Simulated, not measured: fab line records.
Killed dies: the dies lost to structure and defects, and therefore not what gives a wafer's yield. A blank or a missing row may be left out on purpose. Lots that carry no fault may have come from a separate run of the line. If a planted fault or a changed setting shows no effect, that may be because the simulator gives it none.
Which tool did it? + flow n5 finfet + 10 lots, 29 wafers sampled, at 4 steps of a route of 1938

== WHAT THE GAUGES SHOWED, per wafer ==
N5_FIN_SAQP_THK_MEAS_05.
| lot  | measured    | on            | thk nm (nm)    |
|------|-------------|---------------|----------------|
| L151 | day 2 09:02 | film metro-01 | 37.4 38.3 37.9 |
| L153 | day 2 20:49 | film metro-01 | 37.5 38.0 38.3 |
| L154 | day 3 02:56 | film metro-02 | 37.6 38.5 38.6 |
| L155 | day 3 09:01 | film metro-02 | 37.5 37.6 38.3 |
| L156 | day 3 15:43 | film metro-02 | 37.8 38.4 38.4 |
| L163 | day 5 08:53 | film metro-02 | 36.6 38.8      |
| L167 | day 6 09:08 | film metro-02 | 38.1 38.8 38.6 |
| L168 | day 6 15:08 | film metro-01 | 38.5 38.7 39.0 |
| L169 | day 6 21:13 | film metro-01 | 37.8 38.0 38.1 |
| L171 | day 7 09:16 | film metro-01 | 39.1 38.9 39.1 |

== EACH LOT AND THE TOOL THAT RAN IT (in order: tool; ch and the chambers of the sampled wafers; start) ==
| lot  | N5_PMOS_HMC_CHANNEL_EPI_ETCH_32   | N5_PMOS_HMC_CHANNEL_EPI_FIN_RECESS_16 | N5_FIN_SAQP_HM_DEP_03          |
|------|-----------------------------------|---------------------------------------|--------------------------------|
| L151 | rie diel-02 ch 1,2, day 2 05:32   | rie si-06 ch 0,1,3, day 2 05:58       | pecvd-01 ch 0,1, day 2 08:57   |
| L153 | rie diel-04 ch 1,2,3, day 2 17:23 | rie si-06 ch 0,1,2, day 2 17:48       | pecvd-04 ch 0,1,2, day 2 20:43 |
| L154 | rie diel-02 ch 0,1,3, day 2 23:37 | rie si-06 ch 0,1,3, day 3 00:02       | pecvd-02 ch 0,1,2, day 3 02:51 |
| L155 | rie diel-04 ch 0,1,2, day 3 05:28 | rie si-02 ch 0,1,3, day 3 05:53       | pecvd-01 ch 0,2, day 3 08:55   |
| L156 | rie diel-04 ch 0,1,2, day 3 11:28 | rie si-05 ch 1,2,3, day 3 12:08       | pecvd-01 ch 0,1,2, day 3 15:40 |
| L163 | rie diel-06 ch 1,2, day 5 05:24   | rie si-02 ch 1, day 5 05:49           | pecvd-01 ch 2, day 5 08:48     |
| L167 | rie diel-04 ch 0,2,3, day 6 05:47 | rie si-06 ch 0,1, day 6 06:12         | pecvd-02 ch 0,1, day 6 09:02   |
| L168 | rie diel-06 ch 0,1,2, day 6 11:33 | rie si-06 ch 0,3, day 6 11:59         | pecvd-02 ch 1,2, day 6 15:03   |
| L169 | rie diel-04 ch 2,3, day 6 17:28   | rie si-06 ch 1,2,3, day 6 17:55       | pecvd-02 ch 1,2, day 6 21:08   |
| L171 | rie diel-06 ch 1,2, day 7 05:52   | rie si-06 ch 2,3, day 7 06:18         | pecvd-04 ch 0,1,2, day 7 09:12 |
- N5_PMOS_HMC_CHANNEL_EPI_ETCH_32: etches BARC in N2/H2, stops on SiO2, target depth 85.8 nm, time 50.3 s.
- N5_PMOS_HMC_CHANNEL_EPI_FIN_RECESS_16: chemistry HBr/Cl2, target Si, target depth 54 nm, time 18 s.
- N5_FIN_SAQP_HM_DEP_03: deposits SiNx from SiH4/NH3/N2, target thk 38 nm, time 33.6 s.

== WHAT THE TOOLS THEMSELVES READ (means of the sampled wafers that have a number; where no wafer has one, the mark that the record gives instead) ==
N5_PMOS_HMC_CHANNEL_EPI_ETCH_32.
| lot  | tool        | drypump motor current A (A) | oes product au (a.u.) | rf fwd power W (W) | rf vpp V (V) | showerhead plenum p Torr (Torr) | throttle valve pct (%) |
|------|-------------|-----------------------------|-----------------------|--------------------|--------------|---------------------------------|------------------------|
| L151 | rie diel-02 | 6.0                         | 0.66                  | 831                | 525.3        | 2.59                            | 17.9                   |
| L153 | rie diel-04 | 5.5                         | 0.70                  | 831                | 522.8        | 2.49                            | 17.8                   |
| L154 | rie diel-02 | 5.5                         | 0.66                  | 834                | 523.9        | 2.55                            | 17.8                   |
| L155 | rie diel-04 | 5.4                         | 0.62                  | 833                | 522.6        | 2.49                            | 18.1                   |
| L156 | rie diel-04 | 5.4                         | 0.62                  | 835                | 522.7        | 2.49                            | 18.1                   |
| L163 | rie diel-06 | 5.1                         | 0.64                  | 832                | 524.5        | 2.54                            | 18.1                   |
| L167 | rie diel-04 | 5.5                         | 0.65                  | 834                | 522.1        | 2.47                            | 18.1                   |
| L168 | rie diel-06 | 5.2                         | 0.64                  | 831                | 523.8        | 2.53                            | 18.1                   |
| L169 | rie diel-04 | 5.7                         | 0.65                  | 834                | 520.5        | 2.43                            | 18.1                   |
| L171 | rie diel-06 | 5.2                         | 0.61                  | 830                | 522.3        | 2.49                            | 18.1                   |

N5_PMOS_HMC_CHANNEL_EPI_FIN_RECESS_16.
| lot  | tool      | drypump motor current A (A) | mfc cl2 sccm (sccm) | oes product au (a.u.) | rf fwd power W (W) | throttle valve pct (%) |
|------|-----------|-----------------------------|---------------------|-----------------------|--------------------|------------------------|
| L151 | rie si-06 | 5.9                         | 80.42               | 1.012                 | 793                | 35.67                  |
| L153 | rie si-06 | 6.1                         | 79.96               | 1.006                 | 797                | 35.55                  |
| L154 | rie si-06 | 5.9                         | 80.05               | 1.011                 | 796                | 35.69                  |
| L155 | rie si-02 | 5.5                         | 80.04               | 1.000                 | 797                | 35.63                  |
| L156 | rie si-05 | 5.8                         | 80.20               | 1.007                 | 795                | 35.66                  |
| L163 | rie si-02 | 5.7                         | 80.24               | 0.989                 | 790                | 35.60                  |
| L167 | rie si-06 | 6.4                         | 79.78               | 1.015                 | 793                | 35.65                  |
| L168 | rie si-06 | 5.3                         | 79.93               | 0.996                 | 798                | 35.73                  |
| L169 | rie si-06 | 5.7                         | 79.99               | 0.991                 | 793                | 35.59                  |
| L171 | rie si-06 | 5.2                         | 80.14               | 0.984                 | 798                | 35.47                  |

N5_FIN_SAQP_HM_DEP_03.
| lot  | tool     | heater power w (W) | rf fwd power W (W) | showerhead plenum p Torr (Torr) | throttle valve pct (%) |
|------|----------|--------------------|--------------------|---------------------------------|------------------------|
| L151 | pecvd-01 | 933                | 298.9              | 5.156                           | 42.6                   |
| L153 | pecvd-04 | 749                | 297.7              | 5.121                           | 39.7                   |
| L154 | pecvd-02 | 802                | 296.5              | 5.121                           | 40.0                   |
| L155 | pecvd-01 | 878                | 298.1              | 5.144                           | 40.6                   |
| L156 | pecvd-01 | 856                | 298.3              | 5.153                           | 41.5                   |
| L163 | pecvd-01 | 808                | 297.6              | 5.146                           | 39.5                   |
| L167 | pecvd-02 | 729                | 297.1              | 5.141                           | 41.6                   |
| L168 | pecvd-02 | 747                | 297.3              | 5.112                           | 40.1                   |
| L169 | pecvd-02 | 722                | 297.5              | 5.106                           | 40.0                   |
| L171 | pecvd-04 | 717                | 296.0              | 5.125                           | 39.7                   |

== THE ANSWER, worked out from the rows above alone ==
Rule: the lots themselves supply what counts as usual. Put in order of their means at a reading, lots are off if they are a third of the lots or fewer, leave a main group of 4 or more, and stand apart from it by a gap of 3 or more times the standard deviation of the main group's means; of several such gaps the widest counts. The tables above print the reading to a certain number of digits; a main group whose means all agree to those digits is not used. A lot without any number at a reading at which 4 lots or more have one is off too. All remaining lots with rows at the step are treated as sound. First the gauges in route order, then the tools' own readings, where a lot's mean is used as printed above. The first step at which some lot is off is used, and at that step the reading that is off furthest; a lot without a number counts as furthest.
Across all readings shown, no lot is off: no conclusion can be drawn from this.

== WHAT THE SIMULATOR HAD INSERTED ==
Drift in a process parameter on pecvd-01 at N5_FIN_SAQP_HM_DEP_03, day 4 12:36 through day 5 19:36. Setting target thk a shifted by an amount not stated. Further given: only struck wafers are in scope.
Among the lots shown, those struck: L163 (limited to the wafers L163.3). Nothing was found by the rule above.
